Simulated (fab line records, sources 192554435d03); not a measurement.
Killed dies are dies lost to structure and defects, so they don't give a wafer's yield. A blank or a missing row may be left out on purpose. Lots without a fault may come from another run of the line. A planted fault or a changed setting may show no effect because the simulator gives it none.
Problem report in the 8D (eight disciplines) form, filled by code | flow n5_finfet | the parts of the form that need people (team, actions taken, sign-off) are left out

1. THE PROBLEM
killed_at_M0_to_M3 at N5_PASSIVATION_PROBE_49 reads a mean of 328 on 3 wafers of 2 lots; wafers without a fault read 33 with a standard deviation of 12. That is +25 standard deviations from the usual mean.
First seen on wafer L519.1, day 15 08:00, on prober-01. The record holds 8 wafers of 3 lots with a number at this step. Rule for "out", or "out of limits": more than 4 standard deviations from the usual mean. The other wafers with a number count as sound.

2. WHAT IT IS AND WHAT IT IS NOT
question                    | is                                                                                                | is not
which readings at this step | killed_at_M0_to_M3, defect_limited_yield, killed_dies, killed_on_rim, sort_n_pass, sort_yield_pct | killed_at_M4_up, killed_at_contacts, killed_at_other, killed_open, killed_short, sort_bin_5_function, sort_bin_6_memory
which lots                  | L519, L520                                                                                        | L515
which wafers of those lots  | L519.1, L519.3, L520.3                                                                            | L520.2, L520.5
read on which tools         | prober-01                                                                                         | prober-02
when                        | from day 15 08:00                                                                                 | up to then (3 sound wafers); but 2 sound wafers of L520 came after

3. SUSPECTS, AND WHAT RULES EACH OUT
Counting: a tool at a process step up to the reading stays a suspect if it ran every lot that is out. Sound lots after the first of them don't rule it out here, since some wafers of a struck lot are sound.
- vapor_etch-02 at N5_BEOL_M0_SAQP_RECESS_114 (chemistry HF/NH3, target SiO2, target depth 14.4 nm, afs cycles 3, sublimation time 60 s): kept. It ran every lot that is out, first L519 (day 8 16:32); its last sound lot up to then is L515 (day 7 16:46).
- prober-01 at N5_PASSIVATION_PROBE_49: kept. It ran every lot that is out, first L519 (day 15 08:00). Its own readings are out on those wafers: defect_limited_yield, killed_at_M0_to_M3, killed_dies, killed_on_rim, sort_n_pass, sort_yield_pct.
Left after counting: vapor_etch-02 at N5_BEOL_M0_SAQP_RECESS_114, prober-01 at N5_PASSIVATION_PROBE_49.

4. THE CAUSE (what the simulator had put in)
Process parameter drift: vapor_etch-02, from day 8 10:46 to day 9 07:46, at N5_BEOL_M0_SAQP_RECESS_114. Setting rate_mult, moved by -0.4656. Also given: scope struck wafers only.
Counting left 2 suspects, and this tool is among them.

5. THE CHAIN OF EFFECTS, in route order
Each row: a reading whose mean over the struck wafers that have a number lies more than 3 standard deviations from the usual. Only readings for which the record gives a usual standard deviation are gone through. hours: the time from each lot's start at the first step in this table that gives one to its start at this step, as a median over the lots. sigmas: the change in usual standard deviations.
hours | step                    | reading              | usual  | on struck wafers | change | sigmas
0     | N5_PASSIVATION_PROBE_49 | defect_limited_yield | 91.3 % | 65.2             | -26.1  | -17
0     | N5_PASSIVATION_PROBE_49 | killed_at_M0_to_M3   | 33     | 328              | +295   | +25
0     | N5_PASSIVATION_PROBE_49 | killed_dies          | 103    | 410              | +307   | +18
0     | N5_PASSIVATION_PROBE_49 | killed_on_rim        | 14     | 66               | +52    | +12
0     | N5_PASSIVATION_PROBE_49 | sort_n_pass          | 1077   | 770              | -307   | -18
0     | N5_PASSIVATION_PROBE_49 | sort_yield_pct       | 91.3 % | 65.2             | -26.1  | -17
The process steps in it:
- N5_PASSIVATION_PROBE_49

6. WHAT WOULD HAVE CAUGHT IT SOONER
In this record the first reading out of limits was taken at day 15 08:00, 165 hours after the fault began at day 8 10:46.
Of the tool readings at N5_BEOL_M0_SAQP_RECESS_114 for which the record gives a usual standard deviation, none was out on any struck wafer, so an alarm limit of 4 standard deviations on them would not have fired.
All the lots that are out (2) had begun N5_BEOL_M0_SAQP_RECESS_114 on vapor_etch-02 by day 15 08:00. A hold on the tool at that time would have spared none of them.
